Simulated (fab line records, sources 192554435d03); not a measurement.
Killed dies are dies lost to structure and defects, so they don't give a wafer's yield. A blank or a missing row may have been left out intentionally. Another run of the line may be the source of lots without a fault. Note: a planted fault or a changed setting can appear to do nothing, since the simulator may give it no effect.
What tool caused it? || flow n5 finfet || route of 1938 steps, sampled at 1 step: 11 lots, 33 wafers

## WHAT THE GAUGES READ, wafer by wafer
N5_HKMG_FIN_OVL_MEAS_13.
{"lot": "L923", "measured": "day 4 15:15", "on": "overlay-01", "NWFM_OVL (nm)": "-1.4 -1.1 -1.2"}
{"lot": "L924", "measured": "day 4 20:41", "on": "overlay-01", "NWFM_OVL (nm)": "0.4 0.4 -0.1"}
{"lot": "L925", "measured": "day 5 02:13", "on": "overlay-01", "NWFM_OVL (nm)": "0.8 -0.7 0.0"}
{"lot": "L926", "measured": "day 5 07:37", "on": "overlay-02", "NWFM_OVL (nm)": "-1.9 -1.6 -0.5"}
{"lot": "L928", "measured": "day 5 20:38", "on": "overlay-02", "NWFM_OVL (nm)": "-1.7 -0.8 -0.7"}
{"lot": "L930", "measured": "day 6 07:20", "on": "overlay-01", "NWFM_OVL (nm)": "0.1 -0.4 -0.1"}
{"lot": "L934", "measured": "day 7 11:35", "on": "overlay-02", "NWFM_OVL (nm)": "-2.0 -0.2 -1.2"}
{"lot": "L935", "measured": "day 7 14:17", "on": "overlay-02", "NWFM_OVL (nm)": "0.8 0.0 1.0"}
{"lot": "L938", "measured": "day 8 07:58", "on": "overlay-02", "NWFM_OVL (nm)": "-1.8 -2.4 -0.3"}
{"lot": "L943", "measured": "day 9 14:44", "on": "overlay-01", "NWFM_OVL (nm)": "-1.3 -0.9 -1.1"}
{"lot": "L944", "measured": "day 9 20:43", "on": "overlay-01", "NWFM_OVL (nm)": "-1.5 -0.2 -0.5"}

## EACH LOT AND THE TOOL THAT RAN IT (in order: tool; ch and the chambers of the sampled wafers; start)
Record: no process step prior to these readings.

## WHAT THE TOOLS THEMSELVES READ (means of the sampled wafers that have a number; where no wafer has one, the mark that the record gives instead)
The record holds no such reading with a usual standard deviation.

## THE ANSWER, worked out from the rows above alone
Rule: usual is defined by the lots themselves. Put in order of their means at a reading, lots are off if they are a third of the lots or fewer, leave a main group of 4 or more, and stand apart from it by a gap of 3 or more times the standard deviation of the main group's means; of several such gaps the widest counts. A main group whose means are all the same, to the digits that the tables above print for the reading, isn't used. Also off: a lot with no number at a reading for which 4 or more lots have one. Any other lot the step has rows for is counted as sound. After the gauges, taken in route order, come the tools' own readings; for these a lot's mean is taken, as printed above. At the first step where some lot is off, the reading lying furthest off is the one used; lots without a number count as furthest.
Nothing can be told from this: no lot is off at any reading shown.

## WHAT THE SIMULATOR HAD INSERTED
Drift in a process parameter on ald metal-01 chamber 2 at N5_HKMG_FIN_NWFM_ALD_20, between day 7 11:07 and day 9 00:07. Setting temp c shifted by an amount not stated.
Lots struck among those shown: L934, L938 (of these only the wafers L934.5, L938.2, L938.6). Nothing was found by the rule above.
